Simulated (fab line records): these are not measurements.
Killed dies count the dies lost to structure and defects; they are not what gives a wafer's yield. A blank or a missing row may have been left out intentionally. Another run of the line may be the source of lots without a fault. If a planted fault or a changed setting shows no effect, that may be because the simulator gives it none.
One fault through the eyes of 2 desks / flow nand_harc / what lay behind the numbers comes last; until then each desk has only its own

== FROM THE METROLOGY DESK ==
What the gauges read for every lot (on any tool): the sampled wafers with a number, averaged. A lot is out of limits, marked OUT, if its mean lies more than 4 standard deviations from the usual mean; the brackets give that distance.
Columns: A = cd_nm at NHARC_P_M2_CD_MEAS_09, usual 170.4 nm
lot=L146; first seen here=day 5 20:01; A=170.3
lot=L149; first seen here=day 6 18:21; A=170.6
lot=L150; first seen here=day 7 05:22; A=171.2
lot=L152; first seen here=day 7 18:08; A=169.5
lot=L155; first seen here=day 8 21:50; A=173.7 (+5.0) OUT
lot=L161; first seen here=day 10 10:18; A=170.1
lot=L164; first seen here=day 10 14:13; A=171.2
lot=L165; first seen here=day 11 01:23; A=170.3
lot=L167; first seen here=day 11 02:05; A=169.9
lot=L168; first seen here=day 11 14:13; A=170.9
lot=L169; first seen here=day 11 17:07; A=170.0
This desk's verdict: out of limits on L155, starting with L155 at day 8 21:50 (cd_nm at NHARC_P_M2_CD_MEAS_09). L146, L149, L150, L152, L161, L164, L165, L167, L168, L169: within limits.

== AT THE TOOL OWNER'S DESK: arfi_scanner-01 ==
The tool's own readings at NHARC_P_M2_EXPOSE_06 (exposes mask P M2, target cd 170 nm): means of the sampled wafers that have a number, for each lot that ran on this tool. A lot is out of limits, marked OUT, if its mean lies more than 4 standard deviations from the usual mean; the brackets give that distance.
Columns: A = exposure_dose_mJ_cm2 at NHARC_P_M2_EXPOSE_06, usual 80.77
lot=L146; first seen here=day 5 19:53; A=80.68
lot=L149; first seen here=day 6 18:13; A=80.79
lot=L152; first seen here=day 7 17:59; A=80.84
lot=L155; first seen here=day 8 21:41; A=79.14 (-18) OUT
This desk's verdict: out of limits on L155, starting with L155 at day 8 21:41 (exposure_dose_mJ_cm2 at NHARC_P_M2_EXPOSE_06). L146, L149, L152: within limits.

== TAKEN TOGETHER ==
An alarm could have come from the tool owner's desk at day 8 21:41, on L155.
The metrology desk could have raised an alarm at day 8 21:50, on L155.
Of the lots named, all ran NHARC_P_M2_EXPOSE_06 on arfi_scanner-01.

== WHAT THE SIMULATOR HAD PUT IN ==
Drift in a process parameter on arfi_scanner-01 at NHARC_P_M2_EXPOSE_06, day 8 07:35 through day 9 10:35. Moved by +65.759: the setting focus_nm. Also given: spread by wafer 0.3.
Lots struck among those shown: L155.
Fault start to first reading out of limits, in hours, per desk: tool owner, 14; metrology, 14.
